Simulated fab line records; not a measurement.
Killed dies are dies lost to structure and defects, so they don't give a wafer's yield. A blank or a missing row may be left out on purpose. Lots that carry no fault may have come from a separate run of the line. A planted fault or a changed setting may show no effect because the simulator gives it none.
Problem report, 8D (eight disciplines) form, completed by code :: flow nand_harc :: the parts of the form that need people (team, actions taken, sign-off) are left out

## 1. THE PROBLEM
Wafers without a fault read 1001 nm, standard deviation 11; thk_nm at NHARC_A_ONON_D2_THK_MEAS_11 reads a mean of 1393 nm on 6 wafers belonging to 2 lots. That is +36 standard deviations from the usual mean.
The step: measures by ellipsometry.
Seen first at day 15 04:20 on film_metro-01, wafer L922.3. Wafers with a number at this step in the record: 42, from 14 lots. Rule for "out" (also "out of limits"): further than 4 standard deviations from the usual mean. The rest of the wafers with a number are treated as sound.

## 2. WHAT THIS IS AND IS NOT
question: which readings at this step
is: thk_nm
is not: -

question: which lots
is: L922, L924
is not: L917, L918, L920, L923, L930, L932, L934, L935, L936, L937, L938, L939

question: which wafers of those lots
is: all that have a number
is not: -

question: read on which gauges
is: film_metro-01
is not: film_metro-02

question: when
is: from day 15 04:20
is not: up to then (9 sound wafers); but 27 sound wafers of L923, L930, L932, L934, L935, L936, L937, L938, L939 came after

## 3. THE SUSPECTS, EACH WITH WHAT RULES IT OUT
Counting: a tool stays on the suspect list if, at a process step up to the reading, it processed all lots that are out and no sound lot following the first of them.
- the gauge at NHARC_A_ONON_D2_THK_MEAS_11 is ruled out. All the wafers that are out were read on film_metro-01, but those of them that NHARC_END_SORT_01 has rows for are out there too, on other tools.
- pecvd_onon-01 at NHARC_A_ONON_D2_DEP_09 (target thk 1000 nm): ruled out as a lasting fault. The sound lots L932, L938 went through it after L922, its earliest lot that is out (day 15 03:56).
Left after counting: nothing in the record.

## 4. THE CAUSE (what the simulator had put in)
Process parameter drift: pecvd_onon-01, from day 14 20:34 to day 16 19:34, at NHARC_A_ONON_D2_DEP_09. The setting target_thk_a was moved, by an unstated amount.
Counting ruled it out, wrongly: the rule takes a fault to strike every lot that its tool runs from its start on, and this one did not.

## 5. THE CHAIN OF EFFECTS, in route order
Rows list readings where the struck wafers' mean (over those with a number) sits beyond 3 standard deviations from the usual. Only readings whose record carries a usual standard deviation are examined. hours: median over the lots of the time between each lot's start at the first step of this table that gives one and its start at this step. sigmas: the change, counted in usual standard deviations.
hours: 0
step: NHARC_A_ONON_D2_THK_MEAS_11
reading: thk_nm
usual: 1001 nm
on struck wafers: 1393
change: +392
sigmas: +36

hours: 289
step: NHARC_END_SORT_01
reading: killed_at_array
usual: 56
on struck wafers: 672
change: +616
sigmas: +32

hours: 289
step: NHARC_END_SORT_01
reading: killed_dies
usual: 60
on struck wafers: 677
change: +617
sigmas: +32

## 6. HOW IT WOULD HAVE BEEN CAUGHT EARLIER
The first out-of-limits reading at a measuring or inspecting step in this record came at day 15 04:20, 8 hours after the fault's start at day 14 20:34.
Tool readings at NHARC_A_ONON_D2_DEP_09 with a usual standard deviation given in the record: none out on any struck wafer, hence no alarm at a limit of 4 standard deviations on them.
